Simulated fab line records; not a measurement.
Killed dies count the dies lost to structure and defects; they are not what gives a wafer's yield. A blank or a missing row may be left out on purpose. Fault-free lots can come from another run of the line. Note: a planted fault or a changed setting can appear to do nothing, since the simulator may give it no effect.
Chamber matching | flow n5_finfet | N5_SD_EPI_P_ETCH_16 on rie_diel-02 has 4 sister chambers
The step etches SiO2 in CHF3/O2, target depth 5 nm. 4 wafers are shown with their chamber, then 8 later ones without.

## WAFERS, EACH WITH ITS CHAMBER
wafer  | chamber | drypump_motor_current_A (A)
L088.2 | 0       | 5.5
L088.3 | 3       | 5.2
L088.4 | 1       | 6.1
L089.2 | 2       | 5.5

## WAFERS WITHOUT THEIR CHAMBER
wafer  | drypump_motor_current_A (A)
L089.3 | 5.5
L089.4 | 5.2
L090.1 | 5.2
L090.3 | 5.5
L090.4 | 6.1
L096.3 | 5.5
L096.4 | 5.4
L096.5 | 5.5

## WHICH CHAMBER EACH WENT THROUGH
wafer  | from the rows above     | in truth
L089.3 | can't be placed: 0 or 2 | 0
L089.4 | 3                       | 3
L090.1 | 3                       | 3
L090.3 | can't be placed: 0 or 2 | 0
L090.4 | 1                       | 1
L096.3 | can't be placed: 0 or 2 | 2
L096.4 | can't be placed: 0 or 2 | 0
L096.5 | can't be placed: 0 or 2 | 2
Correctly placed: 3 of 8. Unplaceable from these rows: 5, with the true chamber sitting among the candidates in 5. Wrongly placed: 0.
How it was worked out, from the rows above alone: a wafer's distance from a chamber is the root of the sum, over the readings, of the square of ((its reading less the chamber's mean) divided by the reading's scatter). If the next closest chamber is less than 2 further off than the closest, the wafer can't be placed; otherwise it belongs to the closest. A chamber's mean is the mean of its shown wafers. The scatter: root of mean squared gap, hidden wafer to nearest shown wafer, with one shown wafer a chamber.
